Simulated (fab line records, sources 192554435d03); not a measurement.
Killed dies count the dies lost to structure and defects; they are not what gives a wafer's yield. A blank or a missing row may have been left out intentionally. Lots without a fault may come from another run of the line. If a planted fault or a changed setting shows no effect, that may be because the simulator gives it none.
What tool caused it?    flow n5Finfet    10 lots with 30 wafers sampled at 4 steps, on a route of 1938 steps

WHAT EACH GAUGE READ, for each wafer
N5_MOL_CONTACT_COAG_INSPECT_10: inspects for defects (brightfield).
lot   measured      on                rawDefectCount
L219  day 5 09:23   defectInspect-01  46 106 43
L220  day 5 13:10   defectInspect-01  41 39 59
L222  day 6 01:35   defectInspect-02  74 97 45
L223  day 6 09:31   defectInspect-02  95 93 83
L224  day 6 13:19   defectInspect-02  53 66 49
L226  day 7 00:37   defectInspect-02  87 93 109
L229  day 7 23:28   defectInspect-01  76 74 82
L234  day 9 00:17   defectInspect-02  79 96 85
L235  day 9 02:25   defectInspect-02  78 94 46
L238  day 10 01:05  defectInspect-02  102 86 81

WHAT TOOL EACH LOT RAN ON (gives the tool, then ch and the chambers of the sampled wafers, and finally the start)
lot   N5_GATE_CUT_VAPOR_ETCH_49        N5_GATE_CUT_CMP_61             N5_MOL_CONTACT_COAG_COAT_103
L219  rieMetal-02 ch 0,1, day 5 02:34  cmp-02 ch 1,3, day 5 08:34     lithoTrack-05 ch 0, day 5 08:49
L220  rieMetal-02 ch 1, day 5 09:51    cmp-04 ch 0,1, day 5 12:32     lithoTrack-02 ch 0, day 5 12:47
L222  rieMetal-03 ch 0,1, day 5 22:14  cmp-03 ch 0,1,2, day 6 01:01   lithoTrack-02 ch 0, day 6 01:13
L223  rieMetal-01 ch 0,1, day 6 06:10  cmp-03 ch 0,3, day 6 08:55     lithoTrack-02 ch 0, day 6 09:10
L224  rieMetal-03 ch 0,1, day 6 10:10  cmp-04 ch 0,2,3, day 6 12:46   lithoTrack-05 ch 0, day 6 12:58
L226  rieMetal-03 ch 0,1, day 6 21:21  cmp-04 ch 0,2,3, day 6 23:53   lithoTrack-04 ch 0, day 7 00:08
L229  rieMetal-01 ch 0,1, day 7 20:17  cmp-03 ch 1,2,3, day 7 22:53   lithoTrack-04 ch 0, day 7 23:07
L234  rieMetal-01 ch 0,1, day 8 21:06  cmp-04 ch 0,2,3, day 8 23:40   lithoTrack-04 ch 0, day 8 23:56
L235  rieMetal-01 ch 0,1, day 8 23:16  cmp-03 ch 1,2, day 9 01:48     lithoTrack-04 ch 0, day 9 02:04
L238  rieMetal-02 ch 0,1, day 9 21:40  cmp-02 ch 0,2,3, day 10 00:32  lithoTrack-05 ch 0, day 10 00:44
- N5_GATE_CUT_VAPOR_ETCH_49: etches TiAlC in BCl3/Cl2.
- N5_GATE_CUT_CMP_61: polishes, stops on SiNx, t overpolish 3 s.
- N5_MOL_CONTACT_COAG_COAT_103: time 60 s, resist thk 80 nm.

THE ANSWER, worked out from the rows above alone
Rule: what is usual is taken from the lots themselves. The widest of any qualifying gaps counts: lots, ordered by their means at a reading, are off when they make up no more than a third of the lots, leave a main group of 4 or more, and stand apart from it by 3 or more times the standard deviation of that group's means. A main group is skipped when, at the precision printed for the reading in the tables above, its means are all equal. Also off: a lot with no number at a reading for which 4 or more lots have one. Where the step has rows for the other lots, those lots are counted as sound.
Nothing can be told from this: no lot is off at any reading shown.

WHAT HAD BEEN PUT IN BY THE SIMULATOR
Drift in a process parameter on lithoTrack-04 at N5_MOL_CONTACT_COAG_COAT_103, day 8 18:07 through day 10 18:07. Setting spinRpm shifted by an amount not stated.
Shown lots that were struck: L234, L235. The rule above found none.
